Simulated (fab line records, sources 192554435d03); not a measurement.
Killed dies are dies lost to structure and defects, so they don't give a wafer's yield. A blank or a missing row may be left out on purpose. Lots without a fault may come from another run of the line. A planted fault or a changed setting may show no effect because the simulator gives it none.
A struck lot beside a sound one | flow n5_finfet | 14 steps out of a route of 1938
Sound: wafers L927.1, L927.3, L927.4. Struck: wafers L937.1, L937.2. The cause comes at the end.
At each step with rows: each side's tool, then ch and its chambers, then its first start. Under that, the readings that differ: sound wafers | struck wafers | difference of the means | sigmas: that difference in standard deviations of wafers without a fault.
alike: readings whose means differ by less than 2 such deviations, and words and numbers that are the same on both sides. not compared: withheld readings, readings that some wafer has no value for, bounds like >300 that may hide the same value, and numbers for which the record gives no deviation and whose values overlap.
The two part at a step that has a row with sigmas, a row that says differs or no value, or rows on one side only. Numbers that don't overlap but have no deviation are shown without sigmas and don't part them. A reading that every wafer of one side lacks parts them only if that side has two wafers or more.

N5_SDB_CD_MEAS_11: target cd 50 nm.
  sound on cd_sem-03 ch 0, day 5 15:45; struck on cd_sem-01 ch 0, day 7 21:52
  alike: cd_nm
N5_SDB_OVL_MEAS_12:
  sound on overlay-01 ch 0, day 5 15:47; struck on overlay-02 ch 0, day 7 21:54
  alike: SDB_OVL
N5_SDB_INSPECT_13: inspects for defects (brightfield).
  sound on defect_inspect-02, day 5 15:49; struck on defect_inspect-01, day 7 21:55
  alike: raw_defect_count
N5_SDB_DESCUM_16: chemistry O2, time 7.9 s.
  sound on rie_diel-06 ch 1,2,3, day 5 16:28; struck on rie_diel-05 ch 1,3, day 7 22:01
  alike: drypump_motor_current_A, oes_product_au, rf_vpp_V, showerhead_plenum_p_Torr, throttle_valve_pct
  not compared: rf_hours_counter_h
then, 3 steps without rows for these wafers: N5_SDB_ETCH_17 (etches SiARC in CF4, target depth 23.4 nm, time 39 s); N5_SDB_ETCH_18 (etches SOC in N2/H2, target depth 100 nm, overetch 20 nm, time 150 s); N5_SDB_STRIP_19 (strips in N2/H2).
N5_SDB_STRIP_21: strips in CF4.
  sound on rie_diel-06 ch 1,2,3, day 5 16:41; struck on rie_diel-05 ch 1,3, day 7 22:13
  alike: cf4_flow_sccm, drypump_motor_current_A, oes_product_au, rf_vpp_V, showerhead_plenum_p_Torr, throttle_valve_pct
  not compared: rf_hours_counter_h
N5_SDB_HM_OPEN_20: chemistry CH3F/O2, target SiNx, stops on poly-Si, target depth 24 nm.
  sound on rie_diel-06 ch 1,2,3, day 5 16:42; struck on rie_diel-05 ch 1,3, day 7 22:14
  alike: bias_w, drypump_motor_current_A, oes_f_703_au, oes_product_au, rf_vpp_V, showerhead_plenum_p_Torr, throttle_valve_pct
  not compared: rf_hours_counter_h
N5_SDB_STRIP_22: strips in N2/H2.
  sound on plasma_asher-01 ch 0,1, day 5 16:47; struck on plasma_asher-01 ch 0,1, day 7 22:19
  alike: drypump_motor_current_A, heater_power_w, oes_product_au, strip_time_to_endpoint_s
  not compared: rf_hours_counter_h
then, 2 steps without rows for these wafers: N5_SDB_PRECLEAN_23 (cleans in dHF, time 30 s); N5_SDB_DUMMY_REMOVE_24 (chemistry TMAH, target poly-Si, stops on SiO2, target depth 142 nm, time 57 s, rinse time 30 s).
N5_SDB_ETCH_25: etches SiO2 in C4F6/O2, target depth 10 nm, time 3.3 s.
  sound on rie_diel-06 ch 0,1,3, day 5 17:20; struck on rie_diel-05 ch 1,2, day 7 22:33
  reading                  | sound             | struck      | difference | sigmas
  rf_hours_counter_h (h)   | 240 193 145       | 32 44       | -155       |
  model.etch.depth_nm (nm) | 9.972 9.757 10.05 | 12.47 12.54 | +2.58      |
  alike: bias_w, drypump_motor_current_A, oes_f_703_au, oes_product_au, rf_vpp_V, showerhead_plenum_p_Torr, throttle_valve_pct
N5_SDB_CUT_ETCH_26: etches Si in HBr/Cl2/O2, target depth 129.6 nm, bt time 20 s, time 51.8 s.
  sound on rie_si-06 ch 0,1,2, day 5 17:26; struck on rie_si-06 ch 0,1, day 7 22:38
  alike: drypump_motor_current_A, oes_product_au, throttle_valve_pct
  not compared: bias_w, rf_hours_counter_h

WHERE THEY PART
Nowhere in this record.

WHY: what the simulator had put in
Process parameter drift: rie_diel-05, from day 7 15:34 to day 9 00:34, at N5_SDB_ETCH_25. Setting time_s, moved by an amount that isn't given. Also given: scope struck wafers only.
